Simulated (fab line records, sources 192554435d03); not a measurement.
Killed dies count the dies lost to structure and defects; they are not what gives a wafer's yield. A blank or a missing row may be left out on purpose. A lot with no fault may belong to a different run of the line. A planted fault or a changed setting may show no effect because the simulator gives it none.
A lot that was struck, set against a sound lot | flow n5Finfet | 15 out of 1938 route steps
Sound: wafers L533.1, L533.3, L533.6. Struck: wafer L517.6 (L517.2, L517.5, from the same lot, were not struck and are left out); the cause is given at the end.
At each step with rows: each side's tool, then ch and its chambers, then its first start. Under that, the readings that differ: sound wafers | struck wafers | difference of the means | sigmas: that difference in standard deviations of wafers without a fault.
alike: readings whose means differ by less than 2 such deviations, and words and numbers that are the same on both sides. not compared: withheld readings, readings that some wafer has no value for, bounds like >300 that may hide the same value, and numbers for which the record gives no deviation and whose values overlap.
Wherever a step has rows on one side only, a row that says differs or no value, or a row with sigmas, the two part there. Non-overlapping numbers with no deviation appear without sigmas and do not part them. Lack of a reading on every wafer of one side parts them only where that side has two or more wafers.

N5_BEOL_M5_STRIP_91: strips in N2/H2, time 10 s.
  sound: rieDiel-03 ch 1,3; struck: rieDiel-05 ch 2
reading                  | sound          | struck | difference | sigmas
drypumpMotorCurrentA (A) | 6.2 6.3 6.1    | 5.0    | -1.2       | -3
oesProductAu (a.u.)      | 0.71 0.84 0.71 | 0.90   | +0.15      | +2
throttleValvePct (%)     | 23.8 23.4 23.8 | 22.8   | -0.9       | -2
  alike: rfVppV, showerheadPlenumPTorr
  not compared: rfHoursCounterH
N5_BEOL_M5_OCD_MEAS_38:
  sound: ocd-01 at day 13 14:15; struck: ocd-02 at day 9 10:53
reading            | sound          | struck | difference | sigmas
trenchDepthNm (nm) | 69.7 71.3 69.7 | 72.9   | +2.7       | +2
then, 4 steps without rows for these wafers: N5_BEOL_M5_HM_STRIP_39 (strips TiN in peroxide tin strip, target depth 25 nm, time 158 s); N5_BEOL_M5_SRD_40 (time 30 s); N5_BEOL_M5_PRECLEAN_42 (cleans in residue remover, time 60 s); N5_BEOL_M5_SRD_43 (time 30 s).
N5_BEOL_M5_CD_MEAS_35: target cd 28 nm, target cd y 24 nm.
  sound: cdSem-03 at day 13 14:30; struck: cdSem-02 at day 9 11:02
  alike: cdNm
then, 1 step without rows for these wafers: N5_BEOL_M5_CURE_80 (cures SiCOH lowk, time 120 s).
N5_BEOL_M5_DEGAS_44: time 60 s.
  sound: pvdSputter-01 at day 13 17:38; struck: pvdSputter-02 at day 9 11:32
  alike: heaterPowerW
N5_BEOL_M5_PRE_CLEAN_45: time 30 s.
  sound: pvdSputter-01 at day 13 17:40; struck: pvdSputter-02 at day 9 11:34
  alike: heaterPowerW
then, 1 step without rows for these wafers: N5_BEOL_M5_ALD_86 (deposits TaN, pulse time 2 s, purge time 3 s, co reactant purge time 2 s).
N5_BEOL_M5_SURFACE_TREAT_87:
  sound: pvdSputter-01 at day 13 17:59; struck: pvdSputter-01 at day 9 12:00
  not compared: throttleValvePct
N5_BEOL_M5_CVD_47: deposits Co from CCTBA/H2, target thk 3 nm, time 216 s.
  sound on cvdCo-01 ch 1,2, day 13 18:04; struck on cvdCo-01 ch 1, day 9 12:17
reading        | sound             | struck | difference | sigmas
runLengthS (s) | 238.5 239.3 239.5 | 241.8  | +2.7       | +4
N5_BEOL_M5_SPUTTER_48: material Cu, target thk 15 nm, time 27.62 s.
  sound: pvdSputter-03 at day 13 18:17; struck: pvdSputter-03 at day 9 13:31
  alike: chamberPressurePa, throttleValvePct
next, for these wafers, 1 step has no rows: N5_PASSIVATION_PROBE_49.

== WHERE THEY PART ==
First at N5_BEOL_M5_STRIP_91; last, within this record, at N5_BEOL_M5_CVD_47. Later steps at which nothing parts them and some readings are alike: N5_BEOL_M5_SPUTTER_48.

WHY: the cause the simulator had injected
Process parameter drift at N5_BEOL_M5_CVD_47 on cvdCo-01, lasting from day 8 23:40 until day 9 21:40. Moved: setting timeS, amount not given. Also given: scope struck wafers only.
